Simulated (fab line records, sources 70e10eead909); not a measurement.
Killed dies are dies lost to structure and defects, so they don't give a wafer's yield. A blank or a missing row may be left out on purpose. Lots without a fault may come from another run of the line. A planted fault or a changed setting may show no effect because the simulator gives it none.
Which tool did it? | flow nand_harc | 14 lots, 42 wafers sampled, at 4 steps of a route of 1302

WHAT THE GAUGES READ, wafer by wafer
The record holds no reading of a measuring or inspecting step that can be judged against a usual standard deviation.

WHICH TOOL RAN EACH LOT (tool, then ch and the chambers of the sampled wafers, then the start)
lot  | NHARC_A_STAIRCASE_HM_OPEN_463                 | NHARC_A_STAIRCASE_ETCH_453                    | NHARC_A_STAIRCASE_STRIP_316                   | NHARC_A_STAIRCASE_EXPOSE_438
L912 | rie_diel-01 ch 2,3, day 19 07:53 or earlier   | rie_diel-01 ch 0,2,3, day 19 07:53 or earlier | rie_diel-01 ch 1,2,3, day 19 07:53 or earlier | krf_scanner-02 ch 0, day 19 07:53
L911 | rie_diel-01 ch 0,2,3, day 19 08:14 or earlier | rie_diel-01 ch 0,1,2, day 19 08:14 or earlier | rie_diel-01 ch 0,1,3, day 19 08:14 or earlier | krf_scanner-03 ch 0, day 19 08:14
L916 | rie_diel-01 ch 0,1,3, day 20 02:59 or earlier | rie_diel-01 ch 0,1, day 20 02:59 or earlier   | rie_diel-01 ch 0,2, day 20 02:59 or earlier   | krf_scanner-03 ch 0, day 20 02:59
L915 | rie_diel-11 ch 0,1,3, day 20 13:20 or earlier | rie_diel-11 ch 0,1, day 20 13:20 or earlier   | rie_diel-11 ch 0,2,3, day 20 13:20 or earlier | krf_scanner-01 ch 0, day 20 13:20
L917 | rie_diel-11 ch 0,2,3, day 21 08:20 or earlier | rie_diel-11 ch 0,2, day 21 08:20 or earlier   | rie_diel-11 ch 2,3, day 21 08:20 or earlier   | krf_scanner-02 ch 0, day 21 08:20
L919 | rie_diel-06 ch 1,2,3, day 22 04:49 or earlier | rie_diel-06 ch 0,2,3, day 22 04:49 or earlier | rie_diel-06 ch 1,3, day 22 04:49 or earlier   | krf_scanner-01 ch 0, day 22 04:49
L921 | rie_diel-01 ch 0,1,3, day 22 22:02 or earlier | rie_diel-01 ch 1,2,3, day 22 22:02 or earlier | rie_diel-01 ch 0,2,3, day 22 22:02 or earlier | krf_scanner-03 ch 0, day 22 22:02
L920 | rie_diel-01 ch 0,1,2, day 22 22:01 or earlier | rie_diel-01 ch 0,1,2, day 22 22:01 or earlier | rie_diel-01 ch 0,2,3, day 22 22:01 or earlier | krf_scanner-03 ch 0, day 22 22:01
L922 | rie_diel-01 ch 0,1, day 23 08:14 or earlier   | rie_diel-01 ch 0,1,3, day 23 08:14 or earlier | rie_diel-01 ch 0,3, day 23 08:14 or earlier   | krf_scanner-01 ch 0, day 23 08:14
L923 | rie_diel-11 ch 0,2,3, day 23 23:27 or earlier | rie_diel-11 ch 1,3, day 23 23:27 or earlier   | rie_diel-11 ch 0,1, day 23 23:27 or earlier   | krf_scanner-02 ch 0, day 23 23:27
L926 | rie_diel-01 ch 0,1,3, day 25 00:48 or earlier | rie_diel-01 ch 1,2,3, day 25 00:48 or earlier | rie_diel-01 ch 0,1, day 25 00:48 or earlier   | krf_scanner-01, day 25 00:48
L927 | rie_diel-06 ch 1,2, day 25 12:28 or earlier   | rie_diel-06 ch 0,2, day 25 12:28 or earlier   | rie_diel-06 ch 0,1,2, day 25 12:28 or earlier | krf_scanner-02, day 25 12:28
L931 | rie_diel-11 ch 0,1,3, day 27 04:18 or earlier | rie_diel-11 ch 1,2,3, day 27 04:18 or earlier | rie_diel-11 ch 0,1,2, day 27 04:18 or earlier | krf_scanner-01 ch 0, day 27 04:18
L934 | rie_diel-01 ch 0,1,2, day 27 22:10 or earlier | rie_diel-01 ch 1,2,3, day 27 22:10 or earlier | rie_diel-01 ch 0,1,3, day 27 22:10 or earlier | krf_scanner-02 ch 0, day 27 22:10
- NHARC_A_STAIRCASE_HM_OPEN_463: chemistry O2/COS.
- NHARC_A_STAIRCASE_ETCH_453: etches the open film in CF4/O2, target depth 30 nm, overetch 3 nm, time 16.5 s.
- NHARC_A_STAIRCASE_STRIP_316: strips in O2.
- NHARC_A_STAIRCASE_EXPOSE_438: exposes mask STAIR REV.

WHAT THE TOOLS THEMSELVES READ (means of the sampled wafers that have a number; where no wafer has one, the mark that the record gives instead)
NHARC_A_STAIRCASE_HM_OPEN_463.
lot  | tool        | drypump_motor_current_A (A) | oes_product_au (a.u.) | rf_vpp_V (V) | showerhead_plenum_p_Torr (Torr) | throttle_valve_pct (%)
L912 | rie_diel-01 | 6.0                         | 1.005                 | 468.5        | 3.16                            | 28.325
L911 | rie_diel-01 | 6.1                         | 1.013                 | 469.8        | 3.21                            | 28.332
L916 | rie_diel-01 | 5.6                         | 0.997                 | 469.6        | 3.23                            | 28.333
L915 | rie_diel-11 | 5.1                         | 1.002                 | 464.9        | 3.01                            | 28.336
L917 | rie_diel-11 | 5.4                         | 1.002                 | 466.3        | 3.07                            | 28.328
L919 | rie_diel-06 | 5.8                         | 1.009                 | 464.3        | 2.96                            | 28.330
L921 | rie_diel-01 | 5.6                         | 1.004                 | 469.6        | 3.22                            | 28.329
L920 | rie_diel-01 | 5.9                         | 1.010                 | 471.3        | 3.29                            | 28.326
L922 | rie_diel-01 | 5.7                         | 1.016                 | 469.5        | 3.26                            | 28.334
L923 | rie_diel-11 | 5.4                         | 1.004                 | 465.9        | 3.06                            | 28.314
L926 | rie_diel-01 | 5.6                         | 0.996                 | 469.2        | 3.21                            | 28.329
L927 | rie_diel-06 | 5.7                         | 1.027                 | 468.6        | 3.16                            | 28.329
L931 | rie_diel-11 | 5.0                         | 1.000                 | 468.9        | 3.14                            | 28.331
L934 | rie_diel-01 | 5.9                         | 1.001                 | 469.6        | 3.27                            | 28.324

NHARC_A_STAIRCASE_ETCH_453.
lot  | tool        | drypump_motor_current_A (A) | oes_product_au (a.u.) | rf_vpp_V (V) | showerhead_plenum_p_Torr (Torr) | throttle_valve_pct (%)
L912 | rie_diel-01 | 6.1                         | 1.006                 | 198.8        | 1.38                            | 13.399
L911 | rie_diel-01 | 5.9                         | 1.009                 | 199.8        | 1.42                            | 13.395
L916 | rie_diel-01 | 5.6                         | 1.003                 | 199.4        | 1.40                            | 13.398
L915 | rie_diel-11 | 4.7                         | 0.995                 | 196.4        | 1.29                            | 13.395
L917 | rie_diel-11 | 5.5                         | 1.003                 | 197.5        | 1.32                            | 13.405
L919 | rie_diel-06 | 5.7                         | 1.009                 | 196.5        | 1.27                            | 13.396
L921 | rie_diel-01 | 5.9                         | 1.002                 | 198.6        | 1.39                            | 13.399
L920 | rie_diel-01 | 5.9                         | 1.007                 | 199.1        | 1.41                            | 13.390
L922 | rie_diel-01 | 5.6                         | 1.008                 | 198.3        | 1.38                            | 13.390
L923 | rie_diel-11 | 5.1                         | 0.991                 | 198.1        | 1.39                            | 13.396
L926 | rie_diel-01 | 5.9                         | 1.004                 | 199.0        | 1.38                            | 13.382
L927 | rie_diel-06 | 5.6                         | 1.000                 | 196.9        | 1.26                            | 13.403
L931 | rie_diel-11 | 5.4                         | 0.991                 | 198.4        | 1.35                            | 13.397
L934 | rie_diel-01 | 5.9                         | 0.999                 | 198.3        | 1.38                            | 13.406

NHARC_A_STAIRCASE_STRIP_316.
lot  | tool        | drypump_motor_current_A (A) | oes_product_au (a.u.) | rf_vpp_V (V) | showerhead_plenum_p_Torr (Torr) | throttle_valve_pct (%)
L912 | rie_diel-01 | 5.9                         | 1.005                 | 57.9         | 3.68                            | 17.045
L911 | rie_diel-01 | 5.6                         | 1.001                 | 58.6         | 3.65                            | 17.044
L916 | rie_diel-01 | 6.4                         | 1.012                 | 57.8         | 3.71                            | 17.037
L915 | rie_diel-11 | 5.4                         | 1.015                 | 57.2         | 3.48                            | 17.045
L917 | rie_diel-11 | 5.6                         | 0.997                 | 57.6         | 3.48                            | 17.031
L919 | rie_diel-06 | 5.8                         | 1.008                 | 56.9         | 3.28                            | 17.032
L921 | rie_diel-01 | 6.1                         | 1.004                 | 57.9         | 3.62                            | 17.037
L920 | rie_diel-01 | 6.1                         | 1.005                 | 58.5         | 3.62                            | 17.035
L922 | rie_diel-01 | 5.8                         | 1.009                 | 57.6         | 3.59                            | 17.040
L923 | rie_diel-11 | 4.8                         | 0.993                 | 58.2         | 3.68                            | 17.036
L926 | rie_diel-01 | 5.4                         | 0.997                 | 57.4         | 3.73                            | 17.031
L927 | rie_diel-06 | 5.8                         | 1.013                 | 57.7         | 3.52                            | 17.040
L931 | rie_diel-11 | 5.2                         | 0.983                 | 58.2         | 3.56                            | 17.046
L934 | rie_diel-01 | 5.6                         | 0.995                 | 57.4         | 3.61                            | 17.032

NHARC_A_STAIRCASE_EXPOSE_438.
lot  | tool           | exposure_dose_mJ_cm2 | focus_offset_nm (nm)
L912 | krf_scanner-02 | 28.95                | 0.4
L911 | krf_scanner-03 | 28.97                | 0.6
L916 | krf_scanner-03 | 28.98                | -0.4
L915 | krf_scanner-01 | 28.96                | 0.2
L917 | krf_scanner-02 | 28.98                | 0.1
L919 | krf_scanner-01 | 28.97                | -0.1
L921 | krf_scanner-03 | 28.97                | -0.6
L920 | krf_scanner-03 | 28.96                | -0.5
L922 | krf_scanner-01 | 28.94                | -0.5
L923 | krf_scanner-02 | 28.95                | -0.5
L926 | krf_scanner-01 | -                    | -
L927 | krf_scanner-02 | -                    | -
L931 | krf_scanner-01 | 28.96                | -1.3
L934 | krf_scanner-02 | 28.94                | -0.1

THE ANSWER, worked out from the rows above alone
Rule: what is usual is taken from the lots themselves. Put in order of their means at a reading, lots are off if they are a third of the lots or fewer, leave a main group of 4 or more, and stand apart from it by a gap of 3 or more times the standard deviation of the main group's means; of several such gaps the widest counts. A main group whose means are all the same, to the digits that the tables above print for the reading, isn't used. A lot without any number at a reading at which 4 lots or more have one is off too. The other lots that the step has rows for count as sound. The gauges are gone through in route order, then the tools' own readings, and for those a lot's mean is taken as printed above. The first step at which some lot is off is used, and at that step the reading that is off furthest; a lot without a number counts as furthest.
Off: L926, L927, at NHARC_A_STAIRCASE_EXPOSE_438 (exposure_dose_mJ_cm2). Without a number there: L926, L927. The main group: mean 28.96, standard deviation 0.013.
A tool fits if, at that step or a process step before it, it ran every lot that is off, and no sound lot after the first of them. NHARC_A_STAIRCASE_HM_OPEN_463 gives no start for some lots, so the hours and the order of its lots are those of NHARC_A_STAIRCASE_EXPOSE_438. NHARC_A_STAIRCASE_ETCH_453 gives no start for some lots, so the hours and the order of its lots are those of NHARC_A_STAIRCASE_EXPOSE_438. NHARC_A_STAIRCASE_STRIP_316 gives no start for some lots, so the hours and the order of its lots are those of NHARC_A_STAIRCASE_EXPOSE_438. None of those tried fits.

WHAT THE SIMULATOR HAD PUT IN
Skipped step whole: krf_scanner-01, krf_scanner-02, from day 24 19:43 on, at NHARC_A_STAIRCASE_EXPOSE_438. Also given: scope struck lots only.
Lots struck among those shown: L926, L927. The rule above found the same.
